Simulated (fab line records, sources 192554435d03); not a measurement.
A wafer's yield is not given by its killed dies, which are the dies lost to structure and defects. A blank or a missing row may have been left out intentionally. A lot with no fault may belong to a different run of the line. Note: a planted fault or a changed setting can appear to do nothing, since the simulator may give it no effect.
fab line records	flow n5_finfet
record lots=24	wafers=72	last_day=18
route steps=1938 shown SDB@359 DUMMY_REMOVAL@381 HKMG_FIN@387
lots untouched by any fault: they come from a run of this same line in which no faults occurred
start_h: hours from the record's opening day to when the first of the lot's shown wafers began	wait_h: hours since the lot's step before	" repeats the value in the row above	L1.1+2: one row covering several wafers at once	- either no value or no given start	* or withheld: withheld	< > ~ a bound
route shown NAME@n: a module of which the file shows steps, and the number in the route of the first	usual: mean and standard deviation over wafers with no fault	same: alike in all rows	chamber/n: place in a boat	sites: per-site readings	_std_site: their standard deviation	_edge_site: mean of outer sites minus mean of inner sites	radius_mm: for every site, how far away it sits from the centre of the wafer	mask NAME#n: copy n	behind: the tool/chamber that last shaped the wafer	hold: cause of the lot's hold/its duration in hours/its outcome	device: the transistor (n, p or np) that didn't switch	end of line: the tests these same wafers got at the end of their route	a step without rows: its recipe alone	killed: count of dies lost to structure and defects at first sort (not the wafer's yield)	map: shows each die of a wafer: x if killed, . if not, _ if none is there
set.NAME: the run value of the setting; set.NAME@STEP: its run value at that earlier step	model.NAME: the simulator's own value behind a step, which no gauge read
route steps across a sampled set of lots; one table per step, one row per wafer
services: the hour from which a tool's chamber was out of use, counted from the record's first day as start_h (under 0 if before that day), plus the number of hours and why
## steps
# step N5_SDB_DESCUM_16
# recipe chemistry=O2	time_s=7.9	source_power_w=50	bias_power_w=20	pressure_mtorr=20	rf_frequency_hz=2.712e+07	temp_c=40	resist=CAR-ArF	o2_flow_sccm=225
# usual drypump_motor_current_A=5.8/0.61	oes_product_au=0.80/0.093	rf_vpp_V=242.7/1.1	showerhead_plenum_p_Torr=2.06/0.056	throttle_valve_pct=20.39/0.28
lot.wafer	tool	chamber	start_h	wait_h	drypump_motor_current_A	oes_product_au	rf_hours_counter_h	rf_vpp_V	showerhead_plenum_p_Torr	throttle_valve_pct
L074.1	rie_diel-06	0	72.78	0.3	4.9	0.74	171	242.5	2.00	20.80
L074.4	"	0	"	"	4.9	0.73	-	241.7	1.99	20.83
L074.5	"	1	"	"	5.9	0.70	-	241.7	1.99	20.34
L075.4	rie_diel-02	3	76.87	0.0	6.0	0.73	-	243.2	2.07	20.52
L075.5	"	0	"	"	5.1	0.94	-	242.7	2.07	20.35
L075.6	"	2	"	"	6.3	0.83	-	240.9	2.05	20.41
L076.2	rie_diel-06	1	82.89	0.0	5.9	0.69	224	242.6	1.99	20.34
L076.3	"	3	"	"	6.5	0.76	140	244.0	2.19	20.56
L076.4	"	0	"	"	4.9	0.72	174	240.7	1.99	20.81
L077.1	rie_diel-05	0	84.80	0.0	6.0	0.81	98	241.2	2.02	20.17
L077.2	"	2	"	"	6.6	0.73	169	242.8	2.11	20.58
L077.4	"	1	"	"	6.3	0.95	17	243.3	2.06	20.27
L078.1	rie_diel-05	2	91.60	0.0	6.6	0.73	172	244.5	2.10	20.60
L078.4	"	0	"	"	6.0	0.80	100	241.8	2.02	20.16
L078.6	"	1	"	"	6.3	0.94	-	242.5	2.05	20.24
L079.1	rie_diel-06	0	98.59	0.0	4.9	0.72	181	243.2	1.99	20.81
L079.3	"	3	"	"	6.5	0.76	146	245.0	2.18	20.58
L079.6	"	0	"	"	4.9	0.72	-	239.9	1.99	20.82
L080.3	rie_diel-02	0	102.86	0.0	5.0	0.92	25	242.9	2.07	20.37
L080.4	"	3	"	"	5.9	0.71	192	243.3	2.07	20.54
L080.5	"	1	"	"	5.5	0.94	-	243.1	2.06	19.88
L081.2	rie_diel-05	3	109.47	0.8	4.9	0.89	15	242.7	2.06	19.91
L081.3	"	2	"	"	6.6	0.72	178	243.8	2.10	20.60
L081.5	"	3	"	"	4.9	0.89	-	242.4	2.06	19.93
L082.3	rie_diel-02	2	114.77	0.2	6.2	0.82	69	242.0	2.04	20.41
L082.4	"	3	"	"	6.0	0.72	196	243.0	2.07	20.55
L082.5	"	0	"	"	5.1	0.91	-	242.3	2.07	20.38
L083.2	rie_diel-02	0	118.16	0.0	5.0	0.92	31	243.1	2.07	20.39
L083.5	"	3	"	"	5.9	0.72	-	243.5	2.07	20.54
L083.6	"	2	"	"	6.2	0.82	-	241.3	2.04	20.43
L084.2	rie_diel-05	0	124.84	0.2	6.0	0.79	111	241.4	2.01	20.20
L084.3	"	3	"	"	4.9	0.87	21	243.5	2.06	19.94
L084.6	"	3	"	"	4.9	0.88	-	242.6	2.06	19.92
L085.2	rie_diel-05	2	133.70	0.4	6.6	0.72	187	241.2	2.10	20.63
L085.5	"	1	"	"	6.4	0.91	-	242.6	2.05	20.28
L085.6	"	2	"	"	6.6	0.72	-	243.7	2.10	20.61
L086.1	rie_diel-02	2	139.19	0.1	6.2	0.80	76	243.2	2.04	20.44
L086.3	"	3	"	"	5.9	0.70	207	242.8	2.07	20.56
L086.5	"	3	"	"	5.9	0.71	-	244.2	2.07	20.57
L087.1	rie_diel-06	2	144.76	0.1	6.2	0.96	12	242.8	2.06	20.39
L087.5	"	0	"	"	4.9	0.71	-	241.1	1.98	20.86
L087.6	"	1	"	"	5.9	0.70	-	241.7	1.98	20.40
L088.1	rie_diel-02	0	151.40	0.2	5.1	0.90	38	242.8	2.06	20.38
L088.3	"	2	"	"	6.2	0.80	82	240.9	2.04	20.45
L088.4	"	3	"	"	5.9	0.70	212	243.7	2.06	20.57
L089.1	rie_diel-06	3	159.33	0.0	6.5	0.73	169	245.6	2.18	20.60
L089.4	"	3	"	"	6.4	0.73	-	243.9	2.18	20.60
L089.5	"	2	"	"	6.2	0.94	-	243.6	2.06	20.40
L090.2	rie_diel-02	1	161.71	0.3	5.5	0.87	29	242.5	2.05	19.89
L090.3	"	3	"	"	6.0	0.70	216	244.9	2.06	20.59
L090.5	"	3	"	"	6.0	0.70	-	242.5	2.06	20.58
L091.2	rie_diel-06	0	169.73	0.4	4.9	0.71	210	242.4	1.98	20.87
L091.3	"	2	"	"	6.2	0.93	24	242.3	2.06	20.39
L091.6	"	0	"	"	4.9	0.71	-	241.5	1.98	20.89
L092.1	rie_diel-05	3	174.68	0.2	4.9	0.84	39	242.7	2.05	19.96
L092.2	"	2	"	"	6.6	0.71	202	241.4	2.09	20.65
L092.3	"	0	"	"	6.0	0.78	130	242.3	2.01	20.20
L093.3	rie_diel-05	0	181.65	0.3	6.0	0.77	133	242.2	2.00	20.21
L093.4	"	2	"	"	6.6	0.71	-	242.8	2.09	20.63
L093.6	"	3	"	"	4.9	0.85	-	242.8	2.05	19.98
L094.1	rie_diel-02	1	186.65	0.0	5.5	0.86	38	243.4	2.04	19.90
L094.5	"	2	"	"	6.2	0.79	-	241.8	2.03	20.44
L094.6	"	3	"	"	6.0	0.70	-	242.6	2.06	20.58
L095.2	rie_diel-06	2	191.96	0.0	6.2	0.90	33	242.0	2.05	20.43
L095.3	"	0	"	"	4.9	0.70	219	242.2	1.98	20.89
L095.4	"	1	"	"	5.9	0.98	5	246.3	2.24	20.09
L096.2	rie_diel-05	2	198.77	0.3	6.6	0.69	214	242.4	2.09	20.65
L096.4	"	1	"	"	6.3	0.89	44	241.9	2.05	20.30
L096.6	"	3	"	"	4.9	0.82	-	241.3	2.05	19.99
L097.3	rie_diel-06	0	204.90	0.1	4.9	0.70	223	241.3	1.98	20.88
L097.5	"	1	"	"	5.9	0.95	-	245.5	2.24	20.10
L097.6	"	2	"	"	6.2	0.91	-	242.7	2.05	20.42
# step N5_SDB_STRIP_21
# recipe chemistry=CF4	resist=SiARC	power_w=300	bias_power_w=75	pressure_mtorr=50	cf4_flow_sccm=150	rf_frequency_hz=6e+07
# usual cf4_flow_sccm=150.0/0.44	drypump_motor_current_A=5.8/0.6	oes_product_au=0.79/0.088	rf_vpp_V=270.4/1.2	showerhead_plenum_p_Torr=1.76/0.044	throttle_valve_pct=13.5/0.32
lot.wafer	tool	chamber	start_h	wait_h	cf4_flow_sccm	drypump_motor_current_A	oes_product_au	rf_hours_counter_h	rf_vpp_V	showerhead_plenum_p_Torr	throttle_valve_pct
L074.1	rie_diel-06	0	72.99	0.0	149.3	4.9	0.73	171	270.7	1.72	13.9
L074.4	"	0	"	"	150.0	4.9	0.73	-	269.6	1.72	13.9
L074.5	"	1	"	"	150.0	5.9	0.70	-	270.1	1.71	13.6
L075.4	rie_diel-02	3	77.07	0.0	149.9	5.9	0.72	-	271.3	1.80	13.8
L075.5	"	0	"	"	149.9	5.1	0.92	-	271.3	1.76	13.2
L075.6	"	2	"	"	150.6	6.2	0.82	-	269.8	1.75	13.5
L076.2	rie_diel-06	1	83.10	0.0	150.4	5.9	0.70	225	268.1	1.71	13.6
L076.3	"	3	"	"	150.3	6.4	0.76	140	273.4	1.86	13.6
L076.4	"	0	"	"	150.1	4.9	0.73	174	267.4	1.71	13.9
L077.1	rie_diel-05	0	85.00	0.0	150.2	6.0	0.80	98	269.6	1.73	13.4
L077.2	"	2	"	"	149.7	6.5	0.73	169	271.0	1.79	13.7
L077.4	"	1	"	"	149.3	6.4	0.93	17	270.9	1.77	13.3
L078.1	rie_diel-05	2	91.81	0.0	150.6	6.6	0.73	172	270.3	1.79	13.7
L078.4	"	0	"	"	150.2	6.0	0.79	100	271.0	1.73	13.4
L078.6	"	1	"	"	150.0	6.3	0.92	-	270.3	1.77	13.3
L079.1	rie_diel-06	0	98.80	0.0	150.3	4.9	0.72	181	269.8	1.71	13.9
L079.3	"	3	"	"	149.6	6.5	0.75	146	274.0	1.86	13.7
L079.6	"	0	"	"	149.7	4.9	0.72	-	270.1	1.71	13.9
L080.3	rie_diel-02	0	103.07	0.0	150.3	5.0	0.90	25	270.9	1.76	13.2
L080.4	"	3	"	"	149.8	5.9	0.71	192	269.9	1.79	13.8
L080.5	"	1	"	"	150.1	5.5	0.94	-	271.5	1.77	13.0
L081.2	rie_diel-05	3	109.68	0.0	150.3	4.9	0.89	15	269.7	1.75	13.0
L081.3	"	2	"	"	149.6	6.6	0.72	178	271.1	1.79	13.7
L081.5	"	3	"	"	150.6	4.9	0.88	-	271.4	1.75	12.9
L082.3	rie_diel-02	2	114.98	0.0	150.1	6.2	0.79	69	270.7	1.75	13.5
L082.4	"	3	"	"	149.9	5.9	0.71	196	270.9	1.79	13.8
L082.5	"	0	"	"	150.3	5.0	0.88	-	270.8	1.75	13.3
L083.2	rie_diel-02	0	118.37	0.0	150.7	5.1	0.89	31	271.0	1.75	13.3
L083.5	"	3	"	"	150.3	6.0	0.71	-	271.3	1.79	13.8
L083.6	"	2	"	"	149.7	6.2	0.81	-	270.5	1.75	13.5
L084.2	rie_diel-05	0	125.05	0.0	149.8	6.0	0.78	111	271.1	1.73	13.4
L084.3	"	3	"	"	149.4	4.9	0.88	21	270.8	1.75	13.0
L084.6	"	3	"	"	149.6	4.9	0.87	-	269.6	1.75	13.0
L085.2	rie_diel-05	2	133.91	0.0	149.9	6.6	0.72	187	270.7	1.79	13.7
L085.5	"	1	"	"	150.0	6.4	0.89	-	269.5	1.76	13.4
L085.6	"	2	"	"	149.9	6.6	0.72	-	271.8	1.79	13.7
L086.1	rie_diel-02	2	139.40	0.0	149.7	6.2	0.80	76	269.9	1.75	13.6
L086.3	"	3	"	"	150.0	6.0	0.70	207	270.0	1.79	13.9
L086.5	"	3	"	"	149.6	5.9	0.71	-	271.4	1.79	13.9
L087.1	rie_diel-06	2	144.97	0.0	150.4	6.2	0.94	12	270.0	1.78	13.5
L087.5	"	0	"	"	149.1	4.9	0.71	-	269.3	1.71	14.0
L087.6	"	1	"	"	149.7	5.9	0.68	-	268.2	1.70	13.7
L088.1	rie_diel-02	0	151.61	0.0	150.5	5.0	0.87	38	270.3	1.75	13.3
L088.3	"	2	"	"	150.2	6.3	0.79	82	270.0	1.74	13.6
L088.4	"	3	"	"	149.8	5.9	0.70	212	269.4	1.79	13.9
L089.1	rie_diel-06	3	159.54	0.0	149.9	6.5	0.74	169	272.8	1.85	13.7
L089.4	"	3	"	"	150.0	6.4	0.73	-	270.9	1.85	13.7
L089.5	"	2	"	"	150.2	6.2	0.91	-	271.5	1.78	13.5
L090.2	rie_diel-02	1	161.92	0.0	149.8	5.5	0.87	30	271.1	1.76	13.1
L090.3	"	3	"	"	150.0	5.9	0.70	216	271.2	1.79	13.9
L090.5	"	3	"	"	150.0	6.0	0.70	-	271.5	1.79	13.9
L091.2	rie_diel-06	0	169.94	0.0	150.6	4.9	0.70	210	268.4	1.70	14.0
L091.3	"	2	"	"	150.4	6.2	0.90	24	270.2	1.78	13.5
L091.6	"	0	"	"	150.8	4.9	0.70	-	270.2	1.71	14.0
L092.1	rie_diel-05	3	174.89	0.0	149.7	4.9	0.84	39	270.8	1.74	13.0
L092.2	"	2	"	"	149.2	6.6	0.70	202	271.8	1.79	13.7
L092.3	"	0	"	"	149.7	6.0	0.76	130	268.6	1.72	13.4
L093.3	rie_diel-05	0	181.86	0.0	150.0	6.0	0.76	133	270.2	1.72	13.4
L093.4	"	2	"	"	150.1	6.6	0.71	-	270.8	1.78	13.7
L093.6	"	3	"	"	150.3	4.9	0.84	-	270.1	1.74	13.0
L094.1	rie_diel-02	1	186.86	0.0	149.7	5.5	0.86	38	269.0	1.76	13.1
L094.5	"	2	"	"	151.5	6.3	0.78	-	270.0	1.74	13.6
L094.6	"	3	"	"	150.0	5.9	0.69	-	270.0	1.78	13.9
L095.2	rie_diel-06	2	192.17	0.0	149.8	6.2	0.89	33	271.1	1.77	13.5
L095.3	"	0	"	"	149.8	4.9	0.70	219	269.0	1.70	14.0
L095.4	"	1	"	"	150.0	5.9	0.96	5	272.4	1.91	13.1
L096.2	rie_diel-05	2	198.98	0.0	149.9	6.6	0.69	214	271.4	1.78	13.8
L096.4	"	1	"	"	149.7	6.4	0.88	45	270.7	1.76	13.4
L096.6	"	3	"	"	149.8	4.9	0.82	-	270.2	1.74	13.0
L097.3	rie_diel-06	0	205.11	0.0	150.1	4.9	0.68	223	267.8	1.70	14.0
L097.5	"	1	"	"	150.0	5.9	0.94	-	274.8	1.91	13.2
L097.6	"	2	"	"	150.2	6.2	0.88	-	270.7	1.77	13.5
# step N5_SDB_CMP_30
# recipe stop_on=poly-Si	t_overpolish_s=1.54	post_cmp_clean=alkaline_brush	down_force_psi=4.1491	platen_rpm=51.796	pad_velocity_m_s=1.0306	target_thk_nm=30
# usual motor_current_A=12.3/1.4	overpolish_run_s=1.540/0.0091	time_to_endpoint_s=17.9/2.5
# same t_overpolish_s=1.54
lot.wafer	tool	chamber	start_h	wait_h	motor_current_A	overpolish_run_s	time_to_endpoint_s
L074.4	cmp-02	0	76.84	1.5	11.7	1.553	21.6
L074.1	"	1	"	"	13.7	1.531	15.3
L074.5	"	2	"	"	9.9	1.533	17.9
L075.4	cmp-03	2	80.49	1.5	12.8	1.534	15.1
L075.6	"	3	"	"	15.6	1.541	15.9
L075.5	"	0	"	"	12.2	1.542	17.2
L076.3	cmp-04	2	86.47	1.4	12.4	1.549	16.2
L076.4	"	0	"	"	11.9	1.543	16.4
L076.2	"	1	"	"	12.4	1.538	14.8
L077.1	cmp-03	1	88.62	1.4	11.4	1.557	23.4
L077.2	"	2	"	"	12.7	1.556	21.6
L077.4	"	3	"	"	14.6	1.540	20.2
L078.1	cmp-03	0	95.57	1.4	11.6	1.561	22.2
L078.4	"	1	"	"	10.7	1.551	22.8
L078.6	"	0	"	"	11.6	1.533	22.5
L079.1	cmp-03	3	102.44	1.5	15.5	1.538	19.8
L079.3	"	0	"	"	12.4	1.533	18.9
L079.6	"	1	"	"	11.0	1.536	20.6
L080.4	cmp-02	1	106.39	1.4	13.6	1.535	12.9
L080.3	"	0	"	"	11.3	1.553	15.2
L080.5	"	2	"	"	9.8	1.550	13.4
L081.2	cmp-04	3	113.12	1.4	11.1	1.542	15.7
L081.3	"	0	"	"	12.5	1.536	16.8
L081.5	"	2	"	"	11.9	1.522	14.9
L082.4	cmp-04	1	118.39	1.4	11.9	1.543	16.1
L082.3	"	0	"	"	12.0	1.552	18.0
L082.5	"	1	"	"	11.8	1.547	15.5
L083.2	cmp-04	2	122.01	1.4	13.0	1.545	14.0
L083.6	"	1	"	"	12.6	1.547	14.6
L083.5	"	2	"	"	12.3	1.530	16.6
L084.2	cmp-04	3	128.48	1.4	11.0	1.539	17.5
L084.3	"	0	"	"	11.5	1.541	19.0
L084.6	"	3	"	"	11.5	1.553	17.5
L085.2	cmp-04	3	137.99	1.4	12.0	1.519	15.1
L085.6	"	2	"	"	12.2	1.557	15.2
L085.5	"	3	"	"	11.4	1.536	15.6
L086.1	cmp-04	3	142.80	1.5	11.0	1.537	16.1
L086.3	"	0	"	"	11.5	1.556	16.8
L086.5	"	2	"	"	12.1	1.527	16.8
L087.1	cmp-03	1	148.29	1.4	11.6	1.545	19.6
L087.6	"	1	"	"	11.1	1.544	19.3
L087.5	"	2	"	"	11.9	1.537	16.7
L088.1	cmp-03	3	154.95	1.4	15.4	1.524	14.8
L088.4	"	0	"	"	12.3	1.526	19.0
L088.3	"	2	"	"	12.7	1.535	16.2
L089.4	cmp-04	3	162.86	1.4	11.3	1.536	17.3
L089.1	"	0	"	"	11.7	1.537	16.3
L089.5	"	3	"	"	10.9	1.550	17.0
L090.3	cmp-02	2	165.42	1.5	9.9	1.538	15.6
L090.2	"	3	"	"	13.3	1.551	17.3
L090.5	"	2	"	"	10.3	1.542	17.4
L091.3	cmp-02	3	173.27	1.4	12.7	1.539	18.1
L091.2	"	1	"	"	13.5	1.544	14.4
L091.6	"	3	"	"	12.5	1.535	18.1
L092.1	cmp-03	2	178.88	1.4	12.4	1.544	20.3
L092.2	"	3	"	"	14.9	1.539	20.6
L092.3	"	1	"	"	11.1	1.549	22.7
L093.4	cmp-02	1	185.25	1.5	13.8	1.526	16.2
L093.3	"	2	"	"	10.2	1.534	16.7
L093.6	"	0	"	"	11.4	1.539	18.1
L094.1	cmp-02	0	190.22	1.4	11.7	1.544	20.2
L094.5	"	0	"	"	11.4	1.547	20.7
L094.6	"	1	"	"	13.7	1.540	18.3
L095.4	cmp-03	0	195.86	1.4	12.2	1.533	20.4
L095.3	"	1	"	"	10.8	1.526	19.8
L095.2	"	2	"	"	12.5	1.534	16.3
L096.2	cmp-03	0	202.82	1.4	12.4	1.551	20.0
L096.4	"	2	"	"	12.4	1.534	19.9
L096.6	"	0	"	"	12.5	1.530	20.2
L097.3	cmp-03	1	208.54	1.5	11.4	1.540	21.2
L097.6	"	2	"	"	12.3	1.530	20.0
L097.5	"	3	"	"	14.8	1.549	19.5
# step N5_SDB_INSPECT_36
# recipe inspect_instrument=darkfield	mode=post_cmp
# usual raw_defect_count=33/13
lot.wafer	tool	chamber	start_h	wait_h	raw_defect_count
L074.1	defect_inspect-01	-	77.08	0.0	40
L074.4	"	-	"	"	29
L074.5	"	-	"	"	32
L075.4	defect_inspect-02	-	80.70	0.0	27
L075.5	"	-	"	"	21
L075.6	"	-	"	"	15
L076.2	defect_inspect-02	-	86.79	0.0	53
L076.3	"	-	"	"	53
L076.4	"	-	"	"	40
L077.1	defect_inspect-02	-	88.90	0.0	36
L077.2	"	-	"	"	45
L077.4	"	-	"	"	41
L078.1	defect_inspect-01	-	95.86	0.0	28
L078.4	"	-	"	"	36
L078.6	"	-	"	"	22
L079.1	defect_inspect-02	-	102.68	0.0	30
L079.3	"	-	"	"	39
L079.6	"	-	"	"	39
L080.3	defect_inspect-01	-	106.71	0.0	32
L080.4	"	-	"	"	34
L080.5	"	-	"	"	29
L081.2	defect_inspect-01	-	113.41	0.0	35
L081.3	"	-	"	"	56
L081.5	"	-	"	"	33
L082.3	defect_inspect-01	-	118.71	0.0	22
L082.4	"	-	"	"	28
L082.5	"	-	"	"	19
L083.2	defect_inspect-02	-	122.29	0.0	26
L083.5	"	-	"	"	69
L083.6	"	-	"	"	34
L084.2	defect_inspect-02	-	128.80	0.0	23
L084.3	"	-	"	"	31
L084.6	"	-	"	"	16
L085.2	defect_inspect-02	-	138.27	0.0	42
L085.5	"	-	"	"	29
L085.6	"	-	"	"	31
L086.1	defect_inspect-02	-	143.04	0.0	7
L086.3	"	-	"	"	24
L086.5	"	-	"	"	19
L087.1	defect_inspect-01	-	148.61	0.0	60
L087.5	"	-	"	"	29
L087.6	"	-	"	"	27
L088.1	defect_inspect-01	-	155.27	0.0	26
L088.3	"	-	"	"	38
L088.4	"	-	"	"	40
L089.1	defect_inspect-01	-	163.18	0.0	39
L089.4	"	-	"	"	46
L089.5	"	-	"	"	22
L090.2	defect_inspect-02	-	165.74	0.0	65
L090.3	"	-	"	"	39
L090.5	"	-	"	"	27
L091.2	defect_inspect-01	-	173.59	0.0	30
L091.3	"	-	"	"	30
L091.6	"	-	"	"	42
L092.1	defect_inspect-02	-	179.20	0.0	16
L092.2	"	-	"	"	14
L092.3	"	-	"	"	35
L093.3	defect_inspect-02	-	185.50	0.0	25
L093.4	"	-	"	"	27
L093.6	"	-	"	"	21
L094.1	defect_inspect-02	-	190.54	0.0	23
L094.5	"	-	"	"	47
L094.6	"	-	"	"	23
L095.2	defect_inspect-01	-	196.18	0.0	25
L095.3	"	-	"	"	22
L095.4	"	-	"	"	33
L096.2	defect_inspect-02	-	203.10	0.0	17
L096.4	"	-	"	"	44
L096.6	"	-	"	"	32
L097.3	defect_inspect-02	-	208.75	0.0	19
L097.5	"	-	"	"	30
L097.6	"	-	"	"	30
# step N5_DUMMY_REMOVAL_INSPECT_06
# recipe inspect_instrument=brightfield	mode=aei
# usual raw_defect_count=12/5.2
lot.wafer	tool	chamber	start_h	wait_h	raw_defect_count
L074.1	defect_inspect-01	-	77.50	0.0	11
L074.4	"	-	"	"	12
L074.5	"	-	"	"	17
L075.4	defect_inspect-02	-	81.28	0.0	19
L075.5	"	-	"	"	16
L075.6	"	-	"	"	10
L076.2	defect_inspect-01	-	87.02	0.0	15
L076.3	"	-	"	"	19
L076.4	"	-	"	"	12
L077.1	defect_inspect-02	-	89.13	0.0	12
L077.2	"	-	"	"	12
L077.4	"	-	"	"	8
L078.1	defect_inspect-02	-	96.30	0.0	18
L078.4	"	-	"	"	6
L078.6	"	-	"	"	12
L079.1	defect_inspect-01	-	103.06	0.0	12
L079.3	"	-	"	"	8
L079.6	"	-	"	"	5
L080.3	defect_inspect-02	-	107.00	0.0	12
L080.4	"	-	"	"	17
L080.5	"	-	"	"	9
L081.2	defect_inspect-02	-	113.64	0.0	5
L081.3	"	-	"	"	15
L081.5	"	-	"	"	3
L082.3	defect_inspect-01	-	118.94	0.0	11
L082.4	"	-	"	"	13
L082.5	"	-	"	"	6
L083.2	defect_inspect-02	-	122.52	0.0	6
L083.5	"	-	"	"	15
L083.6	"	-	"	"	19
L084.2	defect_inspect-01	-	129.11	0.0	16
L084.3	"	-	"	"	18
L084.6	"	-	"	"	5
L085.2	defect_inspect-02	-	138.50	0.0	14
L085.5	"	-	"	"	14
L085.6	"	-	"	"	10
L086.1	defect_inspect-02	-	143.50	0.0	12
L086.3	"	-	"	"	4
L086.5	"	-	"	"	4
L087.1	defect_inspect-02	-	148.84	0.0	7
L087.5	"	-	"	"	15
L087.6	"	-	"	"	6
L088.1	defect_inspect-01	-	155.50	0.0	21
L088.3	"	-	"	"	16
L088.4	"	-	"	"	18
L089.1	defect_inspect-02	-	163.41	0.0	9
L089.4	"	-	"	"	5
L089.5	"	-	"	"	8
L090.2	defect_inspect-02	-	165.99	0.0	9
L090.3	"	-	"	"	7
L090.5	"	-	"	"	14
L091.2	defect_inspect-02	-	173.82	0.0	6
L091.3	"	-	"	"	9
L091.6	"	-	"	"	6
L092.1	defect_inspect-02	-	179.42	0.0	10
L092.2	"	-	"	"	14
L092.3	"	-	"	"	12
L093.3	defect_inspect-02	-	185.92	0.0	14
L093.4	"	-	"	"	6
L093.6	"	-	"	"	6
L094.1	defect_inspect-01	-	190.90	0.0	11
L094.5	"	-	"	"	8
L094.6	"	-	"	"	14
L095.2	defect_inspect-01	-	196.47	0.0	14
L095.3	"	-	"	"	13
L095.4	"	-	"	"	24
L096.2	defect_inspect-02	-	203.33	0.0	12
L096.4	"	-	"	"	8
L096.6	"	-	"	"	18
L097.3	defect_inspect-01	-	209.09	0.0	15
L097.5	"	-	"	"	7
L097.6	"	-	"	"	12
# step N5_HKMG_FIN_HK_ANNEAL_02
# recipe temp_c=700	time_s=30	ambient=N2	idle_temp_c=600	ramp_up_c_per_s=150	ramp_down_c_per_s=60	cool_to_c=600
# usual lamp_power_pct=8.80/0.05	lamp_zone_7_pct=9.193/0.011	wafer_temp_C_max=702.9/0.72
lot.wafer	tool	chamber	start_h	wait_h	lamp_power_pct	lamp_zone_7_pct	wafer_temp_C_max
L074.1	rtp_anneal-02	0	78.04	0.1	8.75	9.179	702.8
L074.4	"	0	"	"	8.80	9.203	702.7
L074.5	"	0	"	"	8.81	9.183	702.3
L075.4	rtp_anneal-01	0	82.21	0.5	8.77	9.179	703.0
L075.5	"	0	"	"	8.73	9.180	703.4
L075.6	"	0	"	"	8.80	9.186	703.2
L076.2	rtp_anneal-01	0	87.59	0.1	8.79	9.188	702.4
L076.3	"	0	"	"	8.89	9.215	701.6
L076.4	"	0	"	"	8.84	9.182	703.3
L077.1	rtp_anneal-01	0	89.89	0.3	8.81	9.194	702.6
L077.2	"	0	"	"	8.77	9.202	702.3
L077.4	"	0	"	"	8.86	9.205	703.3
L078.1	rtp_anneal-02	0	96.84	0.1	8.76	9.202	702.3
L078.4	"	0	"	"	8.78	9.198	702.0
L078.6	"	0	"	"	8.90	9.191	702.3
L079.1	rtp_anneal-01	0	103.62	0.1	8.80	9.201	703.0
L079.3	"	0	"	"	8.85	9.187	703.9
L079.6	"	0	"	"	8.74	9.194	703.3
L080.3	rtp_anneal-02	0	107.61	0.2	8.78	9.194	703.3
L080.4	"	0	"	"	8.76	9.189	702.9
L080.5	"	0	"	"	8.74	9.192	704.1
L081.2	rtp_anneal-02	0	114.21	0.1	8.80	9.184	702.4
L081.3	"	0	"	"	8.82	9.191	702.8
L081.5	"	0	"	"	8.91	9.195	703.2
L082.3	rtp_anneal-02	0	119.54	0.2	8.79	9.192	702.5
L082.4	"	0	"	"	8.80	9.182	702.1
L082.5	"	0	"	"	8.92	9.173	702.3
L083.2	rtp_anneal-01	0	123.24	0.3	8.77	9.180	703.8
L083.5	"	0	"	"	8.87	9.174	702.8
L083.6	"	0	"	"	8.75	9.175	702.7
L084.2	rtp_anneal-01	0	129.72	0.2	8.75	9.190	702.6
L084.3	"	0	"	"	8.87	9.171	703.7
L084.6	"	0	"	"	8.84	9.195	703.6
L085.2	rtp_anneal-01	0	139.29	0.2	8.78	9.203	702.6
L085.5	"	0	"	"	8.80	9.203	703.9
L085.6	"	0	"	"	8.80	9.217	702.0
L086.1	rtp_anneal-02	0	144.05	0.1	8.89	9.171	702.3
L086.3	"	0	"	"	8.81	9.212	702.2
L086.5	"	0	"	"	8.78	9.202	702.0
L087.1	rtp_anneal-01	0	149.39	0.1	8.78	9.199	702.3
L087.5	"	0	"	"	8.78	9.177	702.8
L087.6	"	0	"	"	8.70	9.196	702.5
L088.1	rtp_anneal-01	0	156.04	0.1	8.76	9.187	702.3
L088.3	"	0	"	"	8.80	9.189	703.0
L088.4	"	0	"	"	8.82	9.185	701.6
L089.1	rtp_anneal-02	0	163.95	0.1	8.77	9.184	703.4
L089.4	"	0	"	"	8.85	9.195	702.5
L089.5	"	0	"	"	8.84	9.161	703.6
L090.2	rtp_anneal-01	0	166.60	0.2	8.82	9.207	702.5
L090.3	"	0	"	"	8.86	9.204	704.5
L090.5	"	0	"	"	8.76	9.189	702.3
L091.2	rtp_anneal-02	0	174.39	0.1	8.76	9.176	703.6
L091.3	"	0	"	"	8.90	9.191	702.6
L091.6	"	0	"	"	8.75	9.197	702.6
L092.1	rtp_anneal-02	0	180.03	0.1	8.84	9.201	702.5
L092.2	"	0	"	"	8.88	9.202	704.1
L092.3	"	0	"	"	8.79	9.194	702.3
L093.3	rtp_anneal-02	0	186.53	0.2	8.88	9.195	702.3
L093.4	"	0	"	"	8.89	9.188	703.5
L093.6	"	0	"	"	8.83	9.171	703.5
L094.1	rtp_anneal-02	0	191.44	0.1	8.77	9.193	702.1
L094.5	"	0	"	"	8.83	9.195	703.0
L094.6	"	0	"	"	8.77	9.217	705.5
L095.2	rtp_anneal-02	0	197.08	0.1	8.87	9.188	702.4
L095.3	"	0	"	"	8.79	9.180	702.4
L095.4	"	0	"	"	8.76	9.196	703.2
L096.2	rtp_anneal-01	0	203.90	0.1	8.72	9.196	702.7
L096.4	"	0	"	"	8.73	9.205	701.9
L096.6	"	0	"	"	8.77	9.210	702.8
L097.3	rtp_anneal-01	0	209.90	0.2	8.78	9.199	702.4
L097.5	"	0	"	"	8.75	9.182	703.2
L097.6	"	0	"	"	8.76	9.194	703.5
## services
tool	chamber	start_h	hours	kind
rie_diel-06	3	55.70	20.6	repair
rtp_anneal-02	-	62.01	1.5	pm
rie_diel-02	1	74.76	-	clean
rie_diel-02	1	74.76	-	consumable_replace:focus_ring
rie_diel-02	1	74.76	16.1	scheduled_down
rie_diel-02	1	74.76	16.1	vent_cycle
rie_diel-06	2	89.66	4.8	repair
cmp-04	-	100.00	1.4	repair
rie_diel-02	0	126.72	16.1	repair
cmp-03	-	135.41	4.0	pm
cmp-03	-	139.41	-	consumable_replace:conditioner
cmp-03	-	139.41	-	consumable_replace:pad
cmp-04	-	145.63	1.0	repair
rie_diel-06	1	151.02	-	clean
rie_diel-06	1	151.02	-	consumable_replace:focus_ring
rie_diel-06	1	151.02	-	consumable_replace:showerhead
rie_diel-06	1	151.02	25.5	scheduled_down
rie_diel-06	1	151.02	25.5	vent_cycle
cmp-04	-	154.06	1.0	repair
rie_diel-05	1	162.15	36.3	repair
cmp-04	-	191.97	1.2	repair
rie_diel-06	2	197.89	1.5	repair
rie_diel-02	1	198.27	1.6	repair
## key
fault none
